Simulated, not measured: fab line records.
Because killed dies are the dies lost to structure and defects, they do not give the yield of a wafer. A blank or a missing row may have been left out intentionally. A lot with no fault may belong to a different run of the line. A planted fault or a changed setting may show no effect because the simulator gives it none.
Chamber matching :: flow nand-harc :: 4 sister chambers for NHARC_P_GATE_DESCUM_13 on rie-diel-11
The step chemistry O2, time 3 s. 14 wafers are shown with their chamber, then 7 later ones without.

== EACH WAFER AND ITS CHAMBER ==
wafer: L764.1
chamber: 3
drypump-motor-current-A (A): 4.8
showerhead-plenum-p-Torr (Torr): 1.84
oes-product-au (a.u.): 0.991

wafer: L764.3
chamber: 1
drypump-motor-current-A (A): 6.4
showerhead-plenum-p-Torr (Torr): 1.89
oes-product-au (a.u.): 0.995

wafer: L764.6
chamber: 1
drypump-motor-current-A (A): 6.4
showerhead-plenum-p-Torr (Torr): 1.89
oes-product-au (a.u.): 0.997

wafer: L765.1
chamber: 1
drypump-motor-current-A (A): 6.4
showerhead-plenum-p-Torr (Torr): 1.89
oes-product-au (a.u.): 0.982

wafer: L765.2
chamber: 3
drypump-motor-current-A (A): 4.8
showerhead-plenum-p-Torr (Torr): 1.84
oes-product-au (a.u.): 0.998

wafer: L765.5
chamber: 2
drypump-motor-current-A (A): 6.0
showerhead-plenum-p-Torr (Torr): 1.91
oes-product-au (a.u.): 1.008

wafer: L768.1
chamber: 3
drypump-motor-current-A (A): 4.9
showerhead-plenum-p-Torr (Torr): 1.84
oes-product-au (a.u.): 1.003

wafer: L768.2
chamber: 2
drypump-motor-current-A (A): 6.0
showerhead-plenum-p-Torr (Torr): 1.91
oes-product-au (a.u.): 1.001

wafer: L768.6
chamber: 3
drypump-motor-current-A (A): 4.9
showerhead-plenum-p-Torr (Torr): 1.84
oes-product-au (a.u.): 0.993

wafer: L769.1
chamber: 1
drypump-motor-current-A (A): 6.4
showerhead-plenum-p-Torr (Torr): 1.89
oes-product-au (a.u.): 0.997

wafer: L769.4
chamber: 3
drypump-motor-current-A (A): 4.8
showerhead-plenum-p-Torr (Torr): 1.83
oes-product-au (a.u.): 0.993

wafer: L769.5
chamber: 0
drypump-motor-current-A (A): 5.9
showerhead-plenum-p-Torr (Torr): 1.81
oes-product-au (a.u.): 1.010

wafer: L781.2
chamber: 0
drypump-motor-current-A (A): 5.9
showerhead-plenum-p-Torr (Torr): 1.80
oes-product-au (a.u.): 1.011

wafer: L781.4
chamber: 1
drypump-motor-current-A (A): 6.4
showerhead-plenum-p-Torr (Torr): 1.88
oes-product-au (a.u.): 1.000

SIGNATURES, as means of the wafers listed above
reading: drypump-motor-current-A
chamber 0: 5.900
chamber 1: 6.400
chamber 2: 6.000
chamber 3: 4.840
scatter within a chamber: 0.0346

reading: showerhead-plenum-p-Torr
chamber 0: 1.8050
chamber 1: 1.8880
chamber 2: 1.9100
chamber 3: 1.8380
scatter within a chamber: 0.00458

reading: oes-product-au
chamber 0: 1.01050
chamber 1: 0.99420
chamber 2: 1.00450
chamber 3: 0.99560
scatter within a chamber: 0.00565
Rule: a wafer's distance from a chamber is the root of the sum, over the readings, of the square of ((its reading less the chamber's mean) divided by the reading's scatter). The wafer belongs to the nearest chamber; if the next one is less than 2 further off, it can't be placed. The scatter: the root of (the sum of the squares of (reading less its chamber's mean) over the shown wafers, divided by (wafers less chambers)).

== WAFERS WHOSE CHAMBER IS MISSING ==
wafer: L781.5
drypump-motor-current-A (A): 5.9
showerhead-plenum-p-Torr (Torr): 1.80
oes-product-au (a.u.): 1.016

wafer: L784.1
drypump-motor-current-A (A): 6.4
showerhead-plenum-p-Torr (Torr): 1.88
oes-product-au (a.u.): 0.985

wafer: L784.4
drypump-motor-current-A (A): 5.9
showerhead-plenum-p-Torr (Torr): 1.80
oes-product-au (a.u.): 0.999

wafer: L784.5
drypump-motor-current-A (A): 6.4
showerhead-plenum-p-Torr (Torr): 1.88
oes-product-au (a.u.): 0.989

wafer: L786.2
drypump-motor-current-A (A): 6.0
showerhead-plenum-p-Torr (Torr): 1.90
oes-product-au (a.u.): 0.997

wafer: L786.3
drypump-motor-current-A (A): 5.9
showerhead-plenum-p-Torr (Torr): 1.80
oes-product-au (a.u.): 0.985

wafer: L786.5
drypump-motor-current-A (A): 6.0
showerhead-plenum-p-Torr (Torr): 1.80
oes-product-au (a.u.): 0.989

== WHICH CHAMBER EACH ONE RAN IN ==
wafer: L781.5
from the rows above: 0
in truth: 0

wafer: L784.1
from the rows above: 1
in truth: 1

wafer: L784.4
from the rows above: 0
in truth: 0

wafer: L784.5
from the rows above: 1
in truth: 1

wafer: L786.2
from the rows above: 2
in truth: 2

wafer: L786.3
from the rows above: 0
in truth: 0

wafer: L786.5
from the rows above: 0
in truth: 0
Correctly placed: 7 of 7. Left unplaced by these rows: 0. Number placed wrongly: 0.
